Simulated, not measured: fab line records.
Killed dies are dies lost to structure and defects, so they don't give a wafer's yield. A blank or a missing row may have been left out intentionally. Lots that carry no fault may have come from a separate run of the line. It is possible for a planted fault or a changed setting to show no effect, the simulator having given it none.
The tool behind it: which one? / flow n5_finfet / 12 lots, 36 wafers sampled, at 2 steps of a route of 1938

## WHAT THE GAUGES READ, wafer by wafer
N5_BEOL_M7_THK_MEAS_53: measures by xrf.
lot=L076; measured=day 9 09:52; on=film_metro-02; M7_THK (nm)=75.3 77.9 79.9
lot=L077; measured=day 9 20:32; on=film_metro-02; M7_THK (nm)=80.0 77.3 78.1
lot=L079; measured=day 10 05:45; on=film_metro-02; M7_THK (nm)=79.3 75.6 84.1
lot=L080; measured=day 10 13:39; on=film_metro-01; M7_THK (nm)=81.3 78.7 85.9
lot=L083; measured=day 11 03:09; on=film_metro-02; M7_THK (nm)=76.2 76.8 77.5
lot=L085; measured=day 11 17:26; on=film_metro-01; M7_THK (nm)=76.9 78.9 76.8
lot=L087; measured=day 12 07:24; on=film_metro-02; M7_THK (nm)=78.0 77.8 78.8
lot=L088; measured=day 12 17:34; on=film_metro-02; M7_THK (nm)=78.2 79.9 78.5
lot=L090; measured=day 13 02:36; on=film_metro-01; M7_THK (nm)=79.7 81.1 79.4
lot=L093; measured=day 13 20:25; on=film_metro-02; M7_THK (nm)=77.6 78.8 77.0
lot=L095; measured=day 14 10:29; on=film_metro-01; M7_THK (nm)=81.5 83.7 79.4
lot=L097; measured=day 14 17:09; on=film_metro-01; M7_THK (nm)=77.4 79.8 78.8

## WHAT TOOL EACH LOT RAN ON (gives the tool, then ch and the chambers of the sampled wafers, and finally the start)
lot=L076; N5_BEOL_M7_SURFACE_TREAT_79=pvd_sputter-03, day 9 08:53
lot=L077; N5_BEOL_M7_SURFACE_TREAT_79=pvd_sputter-03, day 9 19:29
lot=L079; N5_BEOL_M7_SURFACE_TREAT_79=pvd_sputter-03, day 10 04:20
lot=L080; N5_BEOL_M7_SURFACE_TREAT_79=pvd_sputter-03, day 10 12:07
lot=L083; N5_BEOL_M7_SURFACE_TREAT_79=pvd_sputter-03, day 11 02:08
lot=L085; N5_BEOL_M7_SURFACE_TREAT_79=pvd_sputter-03, day 11 15:32
lot=L087; N5_BEOL_M7_SURFACE_TREAT_79=pvd_sputter-02, day 12 06:18
lot=L088; N5_BEOL_M7_SURFACE_TREAT_79=pvd_sputter-03, day 12 15:29
lot=L090; N5_BEOL_M7_SURFACE_TREAT_79=pvd_sputter-03, day 13 01:07
lot=L093; N5_BEOL_M7_SURFACE_TREAT_79=pvd_sputter-03, day 13 18:58
lot=L095; N5_BEOL_M7_SURFACE_TREAT_79=pvd_sputter-02, day 14 08:50
lot=L097; N5_BEOL_M7_SURFACE_TREAT_79=pvd_sputter-03, day 14 14:43
- N5_BEOL_M7_SURFACE_TREAT_79

## THE ANSWER, worked out from the rows above alone
Rule: what is usual is taken from the lots themselves. Put in order of their means at a reading, lots are off if they are a third of the lots or fewer, leave a main group of 4 or more, and stand apart from it by a gap of 3 or more times the standard deviation of the main group's means; of several such gaps the widest counts. The tables above print the reading to a certain number of digits; a main group whose means all agree to those digits is not used. Also off: a lot with no number at a reading for which 4 or more lots have one. All remaining lots with rows at the step are treated as sound.
None of the lots is off at any reading shown; this tells nothing.

## WHAT THE SIMULATOR HAD PUT IN
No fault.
